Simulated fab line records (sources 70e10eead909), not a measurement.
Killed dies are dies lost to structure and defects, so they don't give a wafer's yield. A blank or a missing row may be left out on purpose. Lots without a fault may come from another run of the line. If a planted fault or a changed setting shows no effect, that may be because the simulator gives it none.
What tool caused it? -- flow nand-harc -- Sampling: 6 lots, 18 wafers, 4 of 1302 route steps

WHAT THE GAUGES READ, wafer by wafer
NHARC_A_SGD_CUT_INSPECT_25.
lot,measured,on,raw-defect-count
L380,day 19 22:08,defect-inspect-02,628 497 488
L382,day 20 12:43,defect-inspect-01,342 478 359
L385,day 22 11:37,defect-inspect-02,513 617 572
L391,day 23 15:33,defect-inspect-02,514 612 561
L396,day 27 10:58,defect-inspect-01,413 307 347
L400,day 28 05:14,defect-inspect-01,374 383 317

EACH LOT AND THE TOOL THAT RAN IT (in order: tool; ch and the chambers of the sampled wafers; start)
lot,NHARC_A_STAIRCASE_ETCHBACK_157,NHARC_A_SGD_CUT_ETCH_58,NHARC_A_SGD_CUT_ETCH_26
L380,"rie-diel-11 ch 0,2,3, day 19 14:01","rie-diel-02 ch 0,1, day 19 15:56","wet-bench-09 ch 1,5,6, day 19 21:44"
L382,"rie-diel-04 ch 0,2,3, day 20 04:05","rie-diel-05 ch 1,2, day 20 05:55","wet-bench-05 ch 0,6,7, day 20 12:19"
L385,"rie-diel-04 ch 0,1,3, day 22 02:37","rie-diel-05 ch 0,1, day 22 04:35","wet-bench-05 ch 0,4,5, day 22 11:13"
L391,"rie-diel-08 ch 0,1,2, day 23 08:47","rie-diel-02 ch 0,1,2, day 23 10:45","wet-bench-05 ch 0,1,5, day 23 15:09"
L396,"rie-diel-08 ch 0,2,3, day 27 00:32","rie-diel-05 ch 0,1,3, day 27 03:25","wet-bench-05 ch 4,5,7, day 27 10:34"
L400,"rie-diel-04 ch 1,2,3, day 27 18:40","rie-diel-12 ch 0,2,3, day 27 20:30","wet-bench-05 ch 3,4,6, day 28 04:50"
- NHARC_A_STAIRCASE_ETCHBACK_157: etches the open film in CH3F/O2, target depth 90 nm, time 167.14 s.
- NHARC_A_SGD_CUT_ETCH_58: etches the open film in CF4, target depth 39 nm, time 65 s.
- NHARC_A_SGD_CUT_ETCH_26: etches SiO2 in dHF, target depth 45.8 nm.

THE ANSWER, worked out from the rows above alone
Rule: the lots themselves supply what counts as usual. The widest of any qualifying gaps counts: lots, ordered by their means at a reading, are off when they make up no more than a third of the lots, leave a main group of 4 or more, and stand apart from it by 3 or more times the standard deviation of that group's means. A main group whose means are all the same, to the digits that the tables above print for the reading, isn't used. Also off: a lot with no number at a reading for which 4 or more lots have one. The other lots that the step has rows for count as sound.
No lot is off on any of the readings shown, so nothing can be concluded from this.

WHAT THE SIMULATOR HAD INSERTED
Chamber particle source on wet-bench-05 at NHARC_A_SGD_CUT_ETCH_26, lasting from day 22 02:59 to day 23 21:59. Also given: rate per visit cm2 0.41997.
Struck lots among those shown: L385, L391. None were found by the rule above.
